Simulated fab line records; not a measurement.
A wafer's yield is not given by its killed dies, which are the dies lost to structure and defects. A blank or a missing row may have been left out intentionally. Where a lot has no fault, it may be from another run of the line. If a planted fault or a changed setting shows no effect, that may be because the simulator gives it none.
fab line records    flow nandHarc
record lots=6  wafers=18  lastDay=33
route steps=1302 shown A_CHANNEL_HOLE_D2@608 A_CHANNEL_FILL_D2@610 END@1302
lots that met no fault: taken from a fault-free run of the same line
startH: hours from the record's first day to the start of the lot's first wafer shown    waitH: time in hours since the lot's previous step    " as in the row above    L1.1+2: a row that stands for several wafers    - either no value or no given start    * or withheld: withheld    < > ~ a bound
route shown NAME@n: NAME is a module with steps in the file, n the number in the route of the first one    usual: average and standard deviation across the fault-free wafers    same: alike in all rows    chamber/n: place in a boat    sites: per-site readings    _std_site: how widely they spread, as a standard deviation    _edge_site: outer sites' mean less inner sites'    radiusMm: how far each site lies from the wafer's centre    mask NAME#n: copy n    behind: the last tool/chamber to shape the wafer    hold: why the lot was held/for how many hours/how that ended    device: whichever transistor did not switch (one of n, p or np)    end of line: tests run on the same wafers once the route is complete    where a step has no rows: the recipe by itself    killed: count of dies lost to structure and defects at first sort (not the wafer's yield)    map: a wafer's dies, x killed, . not, _ none there
set.NAME: the setting that was run; set.NAME@STEP: the one run at that earlier step    model.NAME: the simulator's own value behind a step, which no gauge read
lots seen at some steps along the route; tables by step, rows by wafer
services: the hour from which a tool's chamber was out of use, counted from the record's first day as startH (under 0 if before that day), plus the number of hours and why
## steps
# step NHARC_A_CHANNEL_HOLE_D2_XSEM_32
# recipe landingEnergyEv=35000
# usual botCdNm=74.6/1.5  bowNm=8.61/0.29  tiltDeg=0.07/0.04
lot.wafer  tool     chamber  startH  waitH  botCdNm  bowNm  tiltDeg
L771.1     xsem-01  0        359.60  0.1    71.9     8.74   0.13
L771.2     "        0        "       "      71.4     8.73   0.12
L771.4     "        0        "       "      73.2     8.70   0.12
L773.3     xsem-02  0        386.95  0.1    73.5     8.53   0.10
L773.5     "        0        "       "      74.5     8.47   0.10
L773.6     "        0        "       "      75.3     8.46   0.10
L774.1     xsem-01  0        390.95  0.1    73.8     8.76   0.08
L774.4     "        0        "       "      75.3     8.73   0.08
L774.5     "        0        "       "      75.4     8.87   0.08
L781.2     xsem-01  0        454.51  0.1    73.7     8.21   0.05
L781.3     "        0        "       "      75.7     8.24   0.05
L781.5     "        0        "       "      74.4     8.16   0.05
L784.1     xsem-02  0        490.01  0.1    76.4     8.60   0.09
L784.2     "        0        "       "      74.3     8.59   0.10
L784.3     "        0        "       "      73.4     8.60   0.09
L787.2     xsem-02  0        521.51  0.1    74.1     8.93   0.05
L787.3     "        0        "       "      72.8     8.89   0.05
L787.5     "        0        "       "      74.5     8.92   0.05
# step NHARC_A_CHANNEL_HOLE_D2_INSPECT_40
# usual rawDefectCount=284/74
lot.wafer  tool              chamber  startH  waitH  rawDefectCount
L771.1     defectInspect-02  -        359.70  -      460
L771.2     "                 -        "       "      328
L771.4     "                 -        "       "      356
L773.3     defectInspect-02  -        387.04  -      221
L773.5     "                 -        "       "      206
L773.6     "                 -        "       "      173
L774.1     defectInspect-02  -        391.05  -      265
L774.4     "                 -        "       "      321
L774.5     "                 -        "       "      302
L781.2     defectInspect-01  -        454.61  -      315
L781.3     "                 -        "       "      296
L781.5     "                 -        "       "      284
L784.1     defectInspect-02  -        490.11  -      247
L784.2     "                 -        "       "      313
L784.3     "                 -        "       "      402
L787.2     defectInspect-01  -        521.60  -      270
L787.3     "                 -        "       "      211
L787.5     "                 -        "       "      342
# step NHARC_A_CHANNEL_FILL_D2_PRECLEAN_00
# recipe timeS=*  tempC=50  bathAgeMin=0  chemistry=SC1
# step NHARC_A_CHANNEL_FILL_D2_SRD_01
# step NHARC_A_CHANNEL_FILL_D2_ALD_02
# recipe targetThkA=60  pulseTimeS=10  aldCycles=60  tempC=300  material=SiO2
# usual heaterPowerW=463/53  precursorPulseHeightRel=1.000/0.02
lot.wafer  tool      chamber  startH  waitH  heaterPowerW  precursorPulseHeightRel
L771.2     aldHk-03  2        359.89  -      516           1.018
L771.4     "         3        "       "      413           0.990
L771.1     "         0        "       "      429           1.007
L773.3     aldHk-04  0        387.31  -      569           0.956
L773.5     "         3        "       "      467           0.997
L773.6     "         0        "       "      546           1.040
L774.4     aldHk-01  2        391.39  -      407           0.971
L774.1     "         3        "       "      532           1.007
L774.5     "         1        "       "      464           1.014
L781.2     aldHk-04  1        454.80  -      439           0.968
L781.3     "         3        "       "      446           0.985
L781.5     "         1        "       "      431           0.973
L784.3     aldHk-01  2        490.31  -      402           0.994
L784.1     "         0        "       "      438           0.990
L784.2     "         1        "       "      485           1.013
L787.3     aldHk-03  1        521.79  -      526           1.035
L787.2     "         0        "       "      422           1.005
L787.5     "         1        "       "      536           1.007
# step NHARC_A_CHANNEL_FILL_D2_ALD_03
# recipe targetThkA=60  pulseTimeS=60  aldCycles=58  tempC=630  pressureTorr=2  material=SiNx
# usual precursorPulseHeightRel=1.000/0.019
lot.wafer  tool            chamber  startH  waitH  precursorPulseHeightRel
L771.1     aldSinBatch-02  0        -       -      0.995
L771.2     "               0        "       "      1.035
L771.4     "               0        "       "      1.024
L773.3     aldSinBatch-03  0        -       -      1.029
L773.5     "               0        "       "      1.028
L773.6     "               0        "       "      1.007
L774.1     aldSinBatch-01  0        -       -      0.974
L774.4     "               0        "       "      0.988
L774.5     "               0        "       "      1.012
L781.2     aldSinBatch-01  0        -       -      1.004
L781.3     "               0        "       "      0.978
L781.5     "               0        "       "      0.994
L784.1     aldSinBatch-02  0        -       -      0.987
L784.2     "               0        "       "      0.998
L784.3     "               0        "       "      1.001
L787.2     aldSinBatch-03  0        -       -      0.974
L787.3     "               0        "       "      0.950
L787.5     "               0        "       "      0.981
# step NHARC_A_CHANNEL_FILL_D2_ALD_14
# recipe targetThkA=25  pulseTimeS=10  aldCycles=25  tempC=300  material=SiO2
# step NHARC_A_CHANNEL_FILL_D2_ALD_15
# recipe targetThkA=20  pulseTimeS=60  aldCycles=19  tempC=630  pressureTorr=2  material=SiNx
# usual precursorPulseHeightRel=0.999/0.021
lot.wafer  tool            chamber  startH  waitH  precursorPulseHeightRel
L771.1     aldSinBatch-01  0        -       -      0.987
L771.2     "               0        "       "      1.007
L771.4     "               0        "       "      1.025
L773.3     aldSinBatch-02  0        -       -      0.987
L773.5     "               0        "       "      0.965
L773.6     "               0        "       "      0.990
L774.1     aldSinBatch-03  0        -       -      0.988
L774.4     "               0        "       "      1.018
L774.5     "               0        "       "      0.974
L781.2     aldSinBatch-02  0        -       -      1.035
L781.3     "               0        "       "      0.989
L781.5     "               0        "       "      1.017
L784.1     aldSinBatch-03  0        -       -      1.019
L784.2     "               0        "       "      0.982
L784.3     "               0        "       "      1.012
L787.2     aldSinBatch-02  0        -       -      0.976
L787.3     "               0        "       "      1.018
L787.5     "               0        "       "      0.966
# step NHARC_A_CHANNEL_FILL_D2_ALD_16
# recipe targetThkA=15  pulseTimeS=10  aldCycles=15  tempC=300  material=SiO2
# usual heaterPowerW=465/55  precursorPulseHeightRel=1.003/0.021
lot.wafer  tool      chamber  startH  waitH  heaterPowerW  precursorPulseHeightRel
L771.2     aldHk-01  3        372.54  0.0    512           1.021
L771.4     "         0        "       "      436           1.001
L771.1     "         1        "       "      467           0.989
L773.3     aldHk-04  0        399.44  0.1    548           0.991
L773.5     "         3        "       "      470           0.965
L773.6     "         0        "       "      547           0.991
L774.1     aldHk-04  3        405.98  2.6    456           1.029
L774.4     "         0        "       "      558           1.014
L774.5     "         1        "       "      464           0.980
L781.2     aldHk-01  2        466.32  0.0    404           0.986
L781.3     "         3        "       "      527           1.012
L781.5     "         3        "       "      528           1.001
L784.2     aldHk-03  0        502.97  0.0    413           0.983
L784.1     "         2        "       "      490           1.005
L784.3     "         3        "       "      409           1.029
L787.3     aldHk-04  1        533.96  0.1    444           0.982
L787.2     "         2        "       "      390           1.024
L787.5     "         1        "       "      421           1.030
# step NHARC_A_CHANNEL_FILL_D2_ANNEAL_17
# recipe tempC=850  timeS=1800
# step NHARC_A_CHANNEL_FILL_D2_CVD_18
# recipe targetThkA=30  tempC=550  material=poly-Si
# step NHARC_A_CHANNEL_FILL_D2_ETCHBACK_19
# recipe targetDepthA=50  timeS=1.7  hbrFlowSccm=150  cl2FlowSccm=50  rfW=400  icpW=400  biasW=100  chemistry=HBr/Cl2
# step NHARC_A_CHANNEL_FILL_D2_ETCHBACK_20
# recipe targetDepthA=270  timeS=13.5  c4f8FlowSccm=withheld  o2FlowSccm=8  arFlowSccm=withheld  rfW=600  biasW=1500  chemistry=C4F8/O2/Ar
# usual oesProductAu=0.990/0.025  rfVppV=978/4.9  runLengthS=34.7/0.38
lot.wafer  tool        chamber  startH  waitH  oesProductAu  rfHoursCounterH  rfVppV  runLengthS
L771.2     rieDiel-10  2        384.31  -      0.986         5                978     34.7
L771.1     "           0        "       "      0.995         4                981     34.9
L771.4     "           1        "       "      0.985         4                972     34.3
L773.3     rieDiel-10  0        413.92  -      0.985         4                983     34.9
L773.6     "           2        "       "      0.986         -                980     35.1
L773.5     "           3        "       "      1.010         -                976     26.2
L774.4     rieDiel-10  0        417.75  -      0.994         5                982     27.0
L774.1     "           2        "       "      0.988         5                978     35.1
L774.5     "           1        "       "      0.993         -                971     26.3
L781.2     rieDiel-04  3        478.44  -      1.012         4                983     34.5
L781.3     "           1        "       "      0.980         3                985     34.2
L781.5     "           0        "       "      0.990         -                974     34.6
L784.3     rieDiel-04  0        514.95  -      0.974         4                973     34.6
L784.2     "           1        "       "      0.981         4                984     34.5
L784.1     "           2        "       "      0.990         5                979     34.6
L787.2     rieDiel-04  1        546.06  -      0.980         0                986     34.3
L787.3     "           2        "       "      0.981         0                979     34.9
L787.5     "           0        "       "      0.994         -                975     35.1
# step NHARC_A_CHANNEL_FILL_D2_STRIP_28
# recipe timeS=20  o2FlowSccm=500  arFlowSccm=0  biasW=0  chemistry=O2
# step NHARC_END_SORT_01
# recipe tempC=25
# usual killedAtArray=59/20  killedAtOther=0.8/1.2  killedAtPeriphery=3.5/2.2  killedDies=63/20  killedOpen=3.3/1.8  killedShort=2.6/1.7
# same grossDies=677
lot.wafer  tool       chamber  startH  waitH  killedAtArray  killedAtOther  killedAtPeriphery  killedDies  killedOpen  killedShort
L773.5     prober-01  0        645.87  3.7    675            1              1                  677         4           2
L774.4     prober-02  0        652.88  3.4    673            2              2                  677         2           4
L774.5     prober-02  0        653.68  3.7    671            3              3                  677         2           2
# killed by level:class
L773.5 A_CHANNEL_FILL_D2:areaEtchback=641 A_CHANNEL_HOLE_D2:chamberFilmFlake=11 A_CONTACT:chamberFilmFlake=6 A_CHANNEL_HOLE_D1:chamberFilmFlake=3 A_CHANNEL_FILL_D2:chamberFilmFlake=3 A_BONDPAD:chamberFilmFlake=3 A_CHANNEL_FILL_D1:chamberFilmFlake=2 P_M0:geometricParticle:open=1
L774.4 A_CHANNEL_FILL_D2:areaEtchback=589 A_CHANNEL_HOLE_D1:chamberFilmFlake=32 A_SLIT:chamberFilmFlake=28 A_CHANNEL_HOLE_D2:chamberFilmFlake=15 A_ONON_D2:geometricParticle:short=2 A_BONDPAD:chamberFilmFlake=2 THIN_TSV:chamberFilmFlake=2 P_CONTACT:geometricParticle:open=1
L774.5 A_CHANNEL_FILL_D2:areaEtchback=582 A_SLIT:chamberFilmFlake=32 A_CHANNEL_HOLE_D1:chamberFilmFlake=28 A_CHANNEL_HOLE_D2:chamberFilmFlake=20 A_DECK1_JOINT:chamberFilmFlake=2 A_CONTACT:chamberFilmFlake=2 THIN_TSV:chamberFilmFlake=2 P_GATE:geometricParticle:open=1
# map L773.5 (x killed, . not)
____________x____________
_________xxxxxxx_________
_______xxxxxxxxxxx_______
______xxxxxxxxxxxxx______
_____xxxxxxxxxxxxxxx_____
____xxxxxxxxxxxxxxxxx____
____xxxxxxxxxxxxxxxxx____
___xxxxxxxxxxxxxxxxxxx___
___xxxxxxxxxxxxxxxxxxx___
__xxxxxxxxxxxxxxxxxxxxx__
__xxxxxxxxxxxxxxxxxxxxx__
_xxxxxxxxxxxxxxxxxxxxxxx_
_xxxxxxxxxxxxxxxxxxxxxxx_
_xxxxxxxxxxxxxxxxxxxxxxx_
_xxxxxxxxxxxxxxxxxxxxxxx_
_xxxxxxxxxxxxxxxxxxxxxxx_
xxxxxxxxxxxxxxxxxxxxxxxxx
xxxxxxxxxxxxxxxxxxxxxxxxx
xxxxxxxxxxxxxxxxxxxxxxxxx
xxxxxxxxxxxxxxxxxxxxxxxxx
xxxxxxxxxxxxxxxxxxxxxxxxx
_xxxxxxxxxxxxxxxxxxxxxxx_
_xxxxxxxxxxxxxxxxxxxxxxx_
_xxxxxxxxxxxxxxxxxxxxxxx_
_xxxxxxxxxxxxxxxxxxxxxxx_
_xxxxxxxxxxxxxxxxxxxxxxx_
__xxxxxxxxxxxxxxxxxxxxx__
__xxxxxxxxxxxxxxxxxxxxx__
___xxxxxxxxxxxxxxxxxxx___
___xxxxxxxxxxxxxxxxxxx___
____xxxxxxxxxxxxxxxxx____
____xxxxxxxxxxxxxxxxx____
_____xxxxxxxxxxxxxxx_____
______xxxxxxxxxxxxx______
_______xxxxxxxxxxx_______
_________xxxxxxx_________
____________x____________
# map L774.4 (x killed, . not)
____________x____________
_________xxxxxxx_________
_______xxxxxxxxxxx_______
______xxxxxxxxxxxxx______
_____xxxxxxxxxxxxxxx_____
____xxxxxxxxxxxxxxxxx____
____xxxxxxxxxxxxxxxxx____
___xxxxxxxxxxxxxxxxxxx___
___xxxxxxxxxxxxxxxxxxx___
__xxxxxxxxxxxxxxxxxxxxx__
__xxxxxxxxxxxxxxxxxxxxx__
_xxxxxxxxxxxxxxxxxxxxxxx_
_xxxxxxxxxxxxxxxxxxxxxxx_
_xxxxxxxxxxxxxxxxxxxxxxx_
_xxxxxxxxxxxxxxxxxxxxxxx_
_xxxxxxxxxxxxxxxxxxxxxxx_
xxxxxxxxxxxxxxxxxxxxxxxxx
xxxxxxxxxxxxxxxxxxxxxxxxx
xxxxxxxxxxxxxxxxxxxxxxxxx
xxxxxxxxxxxxxxxxxxxxxxxxx
xxxxxxxxxxxxxxxxxxxxxxxxx
_xxxxxxxxxxxxxxxxxxxxxxx_
_xxxxxxxxxxxxxxxxxxxxxxx_
_xxxxxxxxxxxxxxxxxxxxxxx_
_xxxxxxxxxxxxxxxxxxxxxxx_
_xxxxxxxxxxxxxxxxxxxxxxx_
__xxxxxxxxxxxxxxxxxxxxx__
__xxxxxxxxxxxxxxxxxxxxx__
___xxxxxxxxxxxxxxxxxxx___
___xxxxxxxxxxxxxxxxxxx___
____xxxxxxxxxxxxxxxxx____
____xxxxxxxxxxxxxxxxx____
_____xxxxxxxxxxxxxxx_____
______xxxxxxxxxxxxx______
_______xxxxxxxxxxx_______
_________xxxxxxx_________
____________x____________
## services
tool            chamber  startH  hours  kind
rieDiel-04      -        354.90  9.0    pm
xsem-01         -        374.00  14.0   pm
rieDiel-04      1        387.62  7.9    repair
aldHk-04        -        388.76  1.8    repair
rieDiel-10      -        419.50  9.0    pm
aldHk-04        -        435.55  10.0   pm
aldHk-04        0        435.55  10.0   ventCycle
aldHk-04        1        435.55  10.0   ventCycle
aldHk-04        2        435.55  10.0   ventCycle
aldHk-04        3        435.55  10.0   ventCycle
aldHk-04        0        445.55  -      clean
aldHk-04        1        445.55  -      clean
aldHk-04        2        445.55  -      clean
aldHk-04        3        445.55  -      clean
xsem-02         -        447.93  3.5    repair
rieDiel-10      3        465.73  3.8    repair
aldHk-01        -        475.50  10.0   pm
aldHk-01        0        475.50  10.0   ventCycle
aldHk-01        1        475.50  10.0   ventCycle
aldHk-01        2        475.50  10.0   ventCycle
rieDiel-04      3        485.37  2.8    repair
aldSinBatch-01  -        506.00  26.0   pm
rieDiel-04      -        521.36  0.2    repair
rieDiel-04      -        531.90  9.0    pm
## key
firstSign step=NHARC_A_CHANNEL_FILL_D2_ETCHBACK_20  reading=runLengthS  direction=down  sigmas=22  usual=*  struck=*
effect step=NHARC_END_SORT_01  reading=killedAtArray  direction=up  sigmas=31  usual=59  struck=673
moreKillsBornAt NHARC_A_CHANNEL_FILL_D2_ETCHBACK_20@rieDiel-10=1812
metAt NHARC_A_CHANNEL_FILL_D2_ETCHBACK_20
struckWafers L773.5,L774.4,L774.5
laterRowsLeftOut L773.5,L774.4,L774.5
testerLeftOut L773,L774
onsetBetween 384.31 413.92
fault kind=processParameterDrift  tool=rieDiel-10  chamber=-  onsetH=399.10  steps=NHARC_A_CHANNEL_FILL_D2_ETCHBACK_20  channel=timeS  offset=*  shape=step  endH=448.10  scope=struckWafersOnly  actsIn=*  stated=*
# testerLeftOut: of these lots the tester's yield and bins aren't shown, on N5 and GAA mostly nor the transistor test; their killed dies are dies lost to structure and defects alone, not to doping, threshold or leakage, so they don't give the yield
# laterRowsLeftOut: the simulator's readings of these wafers behind a module that went badly wrong aren't trusted and aren't shown, but for the sort
